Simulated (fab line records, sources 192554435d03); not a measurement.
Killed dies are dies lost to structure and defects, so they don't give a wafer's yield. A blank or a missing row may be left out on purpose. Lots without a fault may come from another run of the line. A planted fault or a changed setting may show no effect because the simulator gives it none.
Chamber matching | flow n5_finfet | N5_BEOL_M7_DEP_56 on pecvd-01: 3 sister chambers
The step deposits SiCN from 3MS/NH3, target thk 10 nm, time 17.5 s. 20 wafers are shown with their chamber, then 10 later ones without.

WAFERS WITH THEIR CHAMBER
wafer  | chamber | throttle_valve_pct (%) | showerhead_plenum_p_Torr (Torr) | chamber_pressure_Torr (Torr)
L074.1 | 0       | 9.6                    | 3.658                           | 2.997
L074.4 | 2       | 8.4                    | 3.674                           | 3.009
L074.6 | 1       | 8.5                    | 3.670                           | 2.998
L076.2 | 2       | 8.7                    | 3.668                           | 3.004
L076.4 | 2       | 8.5                    | 3.667                           | 2.994
L076.6 | 0       | 9.8                    | 3.646                           | 3.001
L078.2 | 1       | 8.5                    | 3.681                           | 3.006
L078.4 | 2       | 8.5                    | 3.662                           | 3.016
L078.5 | 1       | 8.5                    | 3.676                           | 2.988
L081.3 | 1       | 8.4                    | 3.680                           | 2.991
L081.5 | 1       | 8.4                    | 3.674                           | 2.995
L081.6 | 0       | 9.8                    | 3.661                           | 2.999
L090.3 | 2       | 8.7                    | 3.667                           | 2.996
L090.4 | 2       | 8.7                    | 3.667                           | 3.011
L090.6 | 1       | 8.4                    | 3.680                           | 2.994
L088.2 | 0       | 9.7                    | 3.654                           | 2.993
L088.5 | 2       | 8.7                    | 3.664                           | 3.004
L088.6 | 1       | 8.5                    | 3.687                           | 2.999
L091.3 | 0       | 9.9                    | 3.643                           | 3.015
L091.4 | 0       | 9.7                    | 3.650                           | 3.009

SIGNATURES (means of the wafers above)
reading                  | chamber 0 | chamber 1 | chamber 2 | scatter within a chamber
throttle_valve_pct       | 9.750     | 8.457     | 8.600     | 0.101
showerhead_plenum_p_Torr | 3.65200   | 3.67829   | 3.66700   | 0.00546
chamber_pressure_Torr    | 3.00233   | 2.99586   | 3.00486   | 0.00734
Rule: a wafer's distance from a chamber is the root of the sum, over the readings, of the square of ((its reading less the chamber's mean) divided by the reading's scatter). The wafer belongs to the nearest chamber; if the next one is less than 2 further off, it can't be placed. The scatter: the root of (the sum of the squares of (reading less its chamber's mean) over the shown wafers, divided by (wafers less chambers)).

WAFERS WITHOUT THEIR CHAMBER
wafer  | throttle_valve_pct (%) | showerhead_plenum_p_Torr (Torr) | chamber_pressure_Torr (Torr)
L091.5 | 8.5                    | 3.662                           | 3.010
L092.2 | 8.5                    | 3.678                           | 3.001
L092.3 | 8.7                    | 3.665                           | 2.996
L092.5 | 8.7                    | 3.661                           | 3.006
L094.2 | 9.5                    | 3.645                           | 2.992
L094.3 | 8.7                    | 3.673                           | 3.011
L094.4 | 9.6                    | 3.653                           | 2.990
L093.2 | 8.6                    | 3.656                           | 3.007
L093.3 | 9.5                    | 3.653                           | 3.009
L093.6 | 8.9                    | 3.651                           | 3.008

WHICH CHAMBER EACH WENT THROUGH
wafer  | from the rows above     | in truth
L091.5 | 2                       | 2
L092.2 | can't be placed: 1 or 2 | 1
L092.3 | can't be placed: 2 or 1 | 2
L092.5 | 2                       | 2
L094.2 | 0                       | 0
L094.3 | can't be placed: 2 or 1 | 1
L094.4 | 0                       | 0
L093.2 | 2                       | 2
L093.3 | 0                       | 0
L093.6 | 2                       | 2
Placed correctly: 7 of 10. Can't be placed from these rows: 3 (the true chamber is among the candidates in 3). Placed wrongly: 0.
